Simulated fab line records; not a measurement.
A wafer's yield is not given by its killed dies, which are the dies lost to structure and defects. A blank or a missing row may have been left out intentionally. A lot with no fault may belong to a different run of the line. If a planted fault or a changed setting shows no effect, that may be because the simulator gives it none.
Matching of chambers | flow n5 finfet | N5_BEOL_M12_ETCH_59 on rie diel-05: 4 sister chambers
The step etches BARC in N2/H2, target depth 89 nm, overetch 26.7 nm, time 67.9 s. 22 wafers are shown with their chamber, then 11 later ones without.

== WAFERS PAIRED WITH THEIR CHAMBERS ==
wafer  | chamber | throttle valve pct (%) | showerhead plenum p Torr (Torr) | oes product au (a.u.)
L075.4 | 3       | 17.3                   | 2.46                            | 0.70
L075.5 | 0       | 17.8                   | 2.45                            | 0.64
L075.6 | 3       | 17.3                   | 2.46                            | 0.70
L079.1 | 3       | 17.3                   | 2.46                            | 0.69
L079.3 | 2       | 18.2                   | 2.52                            | 0.59
L079.6 | 1       | 17.6                   | 2.46                            | 0.74
L083.2 | 0       | 17.9                   | 2.45                            | 0.63
L083.5 | 2       | 18.2                   | 2.51                            | 0.58
L083.6 | 1       | 17.6                   | 2.46                            | 0.73
L084.2 | 2       | 18.2                   | 2.51                            | 0.58
L084.3 | 3       | 17.3                   | 2.45                            | 0.68
L084.6 | 0       | 17.8                   | 2.45                            | 0.64
L085.2 | 1       | 17.6                   | 2.45                            | 0.72
L085.5 | 2       | 18.2                   | 2.51                            | 0.58
L085.6 | 1       | 17.6                   | 2.45                            | 0.72
L093.3 | 1       | 17.6                   | 2.45                            | 0.70
L093.4 | 0       | 17.9                   | 2.44                            | 0.62
L093.6 | 3       | 17.4                   | 2.44                            | 0.66
L092.1 | 3       | 17.4                   | 2.44                            | 0.66
L092.2 | 0       | 17.9                   | 2.44                            | 0.62
L092.3 | 1       | 17.6                   | 2.45                            | 0.70
L094.1 | 1       | 17.6                   | 2.45                            | 0.71

SIGNATURES (means of the wafers above)
reading                  | chamber 0 | chamber 1 | chamber 2 | chamber 3 | scatter within a chamber
throttle valve pct       | 17.860    | 17.600    | 18.200    | 17.333    | 0.0375
showerhead plenum p Torr | 2.4460    | 2.4529    | 2.5125    | 2.4517    | 0.00675
oes product au           | 0.6300    | 0.7171    | 0.5825    | 0.6817    | 0.0139
Rule: a wafer lies at a distance from a chamber equal to the root of the sum of squares, over the readings, of (its reading less the chamber's mean, divided by the reading's scatter). The wafer belongs to the nearest chamber; if the next one is less than 2 further off, it can't be placed. The scatter: the root of (the sum of the squares of (reading less its chamber's mean) over the shown wafers, divided by (wafers less chambers)).

== WAFERS WHOSE CHAMBER IS MISSING ==
wafer  | throttle valve pct (%) | showerhead plenum p Torr (Torr) | oes product au (a.u.)
L094.5 | 17.7                   | 2.50                            | 0.81
L094.6 | 17.4                   | 2.44                            | 0.66
L095.2 | 17.9                   | 2.43                            | 0.62
L095.3 | 17.6                   | 2.44                            | 0.70
L095.4 | 17.7                   | 2.50                            | 0.81
L096.2 | 17.7                   | 2.44                            | 0.69
L096.4 | 17.9                   | 2.43                            | 0.61
L096.6 | 17.4                   | 2.44                            | 0.65
L097.3 | 17.4                   | 2.44                            | 0.65
L097.5 | 17.6                   | 2.44                            | 0.70
L097.6 | 17.8                   | 2.50                            | 0.79

== WHICH CHAMBER EACH WENT THROUGH ==
wafer  | from the rows above | in truth
L094.5 | 1                   | 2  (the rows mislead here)
L094.6 | 3                   | 3
L095.2 | 0                   | 0
L095.3 | 1                   | 1
L095.4 | 1                   | 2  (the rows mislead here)
L096.2 | 1                   | 1
L096.4 | 0                   | 0
L096.6 | 3                   | 3
L097.3 | 3                   | 3
L097.5 | 1                   | 1
L097.6 | 1                   | 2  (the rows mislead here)
Placed correctly: 8 of 11. Number that these rows cannot place: 0. Wrongly placed: 3.
